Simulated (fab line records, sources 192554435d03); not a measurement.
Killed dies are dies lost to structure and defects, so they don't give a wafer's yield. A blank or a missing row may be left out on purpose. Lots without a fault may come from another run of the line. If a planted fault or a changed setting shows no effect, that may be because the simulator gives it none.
Chamber matching | flow n5 finfet | N5_BEOL_M12_ETCH_67 on rie diel-03: 4 sister chambers
The step etches SiARC in CF4, target depth 143 nm, time 238.3 s. 18 wafers are shown with their chamber, then 9 later ones without.

WAFERS PAIRED WITH THEIR CHAMBERS
wafer  | chamber | drypump motor current A (A) | showerhead plenum p Torr (Torr) | throttle valve pct (%)
L077.1 | 3       | 6.2                         | 2.10                            | 15.28
L077.2 | 1       | 6.0                         | 2.11                            | 15.52
L077.3 | 2       | 5.8                         | 2.12                            | 15.81
L077.4 | 0       | 5.5                         | 2.19                            | 15.69
L077.5 | 3       | 6.2                         | 2.10                            | 15.27
L077.6 | 2       | 5.8                         | 2.12                            | 15.82
L080.1 | 2       | 5.8                         | 2.11                            | 15.84
L080.2 | 0       | 5.5                         | 2.19                            | 15.18
L080.6 | 3       | 6.1                         | 2.10                            | 15.31
L081.2 | 2       | 5.9                         | 2.11                            | 15.87
L081.4 | 1       | 6.0                         | 2.10                            | 15.54
L081.5 | 1       | 6.0                         | 2.10                            | 15.54
L082.3 | 0       | 5.5                         | 2.19                            | 15.22
L082.4 | 3       | 6.1                         | 2.10                            | 15.33
L082.5 | 3       | 6.1                         | 2.10                            | 15.34
L087.2 | 1       | 6.0                         | 2.10                            | 15.56
L087.3 | 2       | 5.8                         | 2.11                            | 15.89
L087.4 | 0       | 5.5                         | 2.18                            | 15.24

SIGNATURES (means of the wafers above)
reading                  | chamber 0 | chamber 1 | chamber 2 | chamber 3 | scatter within a chamber
drypump motor current A  | 5.500     | 6.000     | 5.820     | 6.140     | 0.0378
showerhead plenum p Torr | 2.1875    | 2.1025    | 2.1140    | 2.1000    | 0.00439
throttle valve pct       | 15.3325   | 15.5400   | 15.8460   | 15.3060   | 0.114
Rule: for each reading, subtract the chamber's mean from the wafer's reading, divide by that reading's scatter and square the result; add these up over the readings and take the root, which gives the wafer's distance from the chamber. If the next closest chamber is less than 2 further off than the closest, the wafer can't be placed; otherwise it belongs to the closest. The scatter: the root of (the sum of the squares of (reading less its chamber's mean) over the shown wafers, divided by (wafers less chambers)).

WAFERS WHOSE CHAMBER IS MISSING
wafer  | drypump motor current A (A) | showerhead plenum p Torr (Torr) | throttle valve pct (%)
L089.1 | 5.5                         | 2.18                            | 15.23
L089.3 | 6.2                         | 2.09                            | 15.34
L089.4 | 6.0                         | 2.10                            | 15.58
L095.1 | 5.5                         | 2.18                            | 15.28
L095.2 | 5.8                         | 2.10                            | 15.92
L095.3 | 6.1                         | 2.09                            | 15.40
L095.4 | 6.0                         | 2.09                            | 15.60
L095.5 | 6.0                         | 2.09                            | 15.58
L095.6 | 5.5                         | 2.18                            | 15.28

WHICH CHAMBER EACH WENT THROUGH
wafer  | from the rows above     | in truth
L089.1 | 0                       | 0
L089.3 | 3                       | 3
L089.4 | 1                       | 1
L095.1 | 0                       | 0
L095.2 | 2                       | 2
L095.3 | can't be placed: 3 or 1 | 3
L095.4 | 1                       | 1
L095.5 | 1                       | 1
L095.6 | 0                       | 0
8 of 9 placed correctly. From these rows, 1 cannot be placed; in 1 the true chamber is one of the candidates. Number placed wrongly: 0.
